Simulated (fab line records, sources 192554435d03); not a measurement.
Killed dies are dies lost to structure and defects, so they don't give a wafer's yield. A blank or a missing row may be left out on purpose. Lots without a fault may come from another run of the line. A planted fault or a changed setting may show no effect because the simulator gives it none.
One fault seen from 2 desks | flow n5_finfet | each desk has only its own numbers; what lay behind them comes last

THE METROLOGY DESK
What the gauges read, lot by lot, whatever tool the lot ran on: means of the sampled wafers that have a number. A lot is out of limits, marked OUT, if its mean lies more than 4 standard deviations from the usual mean; the brackets give that distance. Of its 12 readings 7 are shown: the one that was out of limits first, and those that lie furthest out on some lot.
Columns: A = cd_nm at N5_MOL_CONTACT_COAG_CD_MEAS_84, usual 25.19 nm; B = cd_nm at N5_MOL_CONTACT_COAG_CD_MEAS_137, usual 16.0 nm; C = IOFF_P at N5_BEOL_M4_RC_MEAS_101, usual 0.23 nA/um; D = ION_P at N5_BEOL_M4_RC_MEAS_101, usual 468 uA/um; E = SS_N at N5_BEOL_M4_RC_MEAS_101, usual 71.9 mV/dec; F = SS_P at N5_BEOL_M4_RC_MEAS_101, usual 73.5 mV/dec; G = VT_P at N5_BEOL_M4_RC_MEAS_101, usual -248 mV
lot  | first seen here | A                | B               | C    | D   | E    | F    | G
L188 | day 5 01:44     | 25.44            | 16.4            | 0.23 | 465 | 71.7 | 73.0 | -248
L193 | day 6 09:22     | 23.30 (-7.5) OUT | 14.0 (-5.6) OUT | -    | -   | -    | -    | -
L194 | day 6 12:07     | 19.19 (-24) OUT  | 10.3 (-16) OUT  | -    | -   | -    | -    | -
L204 | day 9 04:20     | 25.14            | 16.1            | 0.27 | 464 | 72.7 | 74.2 | -247
L205 | day 9 12:09     | 24.94            | 15.8            | 0.21 | 470 | 72.4 | 73.4 | -251
L207 | day 9 20:37     | 25.45            | 16.1            | 0.18 | 448 | 73.1 | 73.3 | -254
L208 | day 10 05:59    | 25.02            | 15.5            | 0.31 | 471 | 72.5 | 74.8 | -245
L210 | day 10 12:16    | 25.32            | 16.2            | 0.23 | 464 | 71.7 | 72.6 | -248
L211 | day 10 19:38    | 25.20            | 15.8            | 0.22 | 458 | 71.8 | 73.4 | -251
This desk's finding: out of limits on L193, L194; first on L193, day 6 09:22 (cd_nm at N5_MOL_CONTACT_COAG_CD_MEAS_84). In limits: L188, L204, L205, L207, L208, L210, L211.

THE TOOL OWNER'S DESK: euv_scanner-02
The tool's own readings at N5_MOL_CONTACT_COAG_EXPOSE_81 (exposes mask VG, defocus 0 nm): means of the sampled wafers that have a number, for each lot that ran on this tool. A lot is out of limits, marked OUT, if its mean lies more than 4 standard deviations from the usual mean; the brackets give that distance.
Columns: A = exposure_dose_mJ_cm2 at N5_MOL_CONTACT_COAG_EXPOSE_81, usual 59.5
lot  | first seen here | A
L193 | day 6 09:13     | 62.1 (+6.0) OUT
L194 | day 6 11:59     | 64.3 (+11) OUT
L204 | day 9 04:12     | 59.4
L205 | day 9 12:01     | 59.3
L207 | day 9 20:29     | 59.3
L208 | day 10 05:50    | 59.4
L210 | day 10 12:07    | 59.2
L211 | day 10 19:30    | 59.3
This desk's finding: out of limits on L193, L194; first on L193, day 6 09:13 (exposure_dose_mJ_cm2 at N5_MOL_CONTACT_COAG_EXPOSE_81). In limits: L204, L205, L207, L208, L210, L211.

PUT TOGETHER
The tool owner's desk could have raised an alarm at day 6 09:13, on L193, L194.
The metrology desk could have raised an alarm at day 6 09:22, on L193, L194.
Of the lots named, all ran N5_MOL_CONTACT_COAG_EXPOSE_81 on euv_scanner-02.

WHAT THE SIMULATOR HAD PUT IN
Process parameter drift: euv_scanner-02, from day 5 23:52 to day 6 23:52, at N5_MOL_CONTACT_COAG_EXPOSE_81. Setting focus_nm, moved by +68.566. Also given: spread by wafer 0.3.
Lots struck among those shown: L193, L194.
Hours from the fault's start to each desk's first reading out of limits: the tool owner's desk, 9; the metrology desk, 9.
